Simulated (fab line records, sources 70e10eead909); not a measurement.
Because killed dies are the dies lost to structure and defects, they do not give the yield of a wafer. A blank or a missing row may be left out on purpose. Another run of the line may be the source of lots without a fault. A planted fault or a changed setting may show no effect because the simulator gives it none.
Matching of chambers	flow nandHarc	4 sister chambers for NHARC_P_M0_ETCH_34 on rieDiel-06
The step etches the open film in N2/H2, target depth 40 nm, overetch 12 nm, time 43.94 s. 8 wafers are shown with their chamber, then 10 later ones without.

## WAFERS, EACH WITH ITS CHAMBER
wafer	chamber	rfVppV (V)	oesProductAu (a.u.)
L397.4	0	434.9	0.996
L398.4	0	434.6	0.990
L400.6	2	430.2	1.024
L403.2	2	431.4	1.017
L403.3	3	430.2	0.985
L403.5	1	433.9	0.998
L404.4	1	435.1	0.996
L404.5	3	431.5	0.990

## WAFERS WITHOUT THEIR CHAMBER
wafer	rfVppV (V)	oesProductAu (a.u.)
L404.6	434.7	0.983
L406.1	430.2	0.976
L406.3	435.2	0.972
L406.4	433.2	0.975
L409.3	430.5	0.995
L409.4	430.2	0.985
L409.6	435.5	0.978
L413.1	434.3	1.002
L413.2	429.8	1.004
L413.4	429.7	1.014

## CHAMBER TAKEN BY EACH
wafer	from the rows above	in truth
L404.6	can't be placed: 0 or 1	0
L406.1	3	3
L406.3	can't be placed: 0 or 1 or 3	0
L406.4	can't be placed: 3 or 0 or 1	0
L409.3	3	3
L409.4	3	3
L409.6	can't be placed: 0 or 1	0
L413.1	can't be placed: 1 or 0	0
L413.2	can't be placed: 2 or 3 or 1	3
L413.4	2	2
Correct placement for 4 of the 10. Cannot be placed on the basis of these rows: 6; the candidates contain the true chamber in 6. Number placed wrongly: 0.
How it was worked out, from the rows above alone: a wafer's distance from a chamber is the root of the sum, over the readings, of the square of ((its reading less the chamber's mean) divided by the reading's scatter). The wafer belongs to the nearest chamber; if the next one is less than 2 further off, it can't be placed. Each chamber's mean is taken over the wafers shown for it. The scatter: take each reading less its chamber's mean, square it, sum over the shown wafers, divide by the number of wafers less the number of chambers, and take the root.
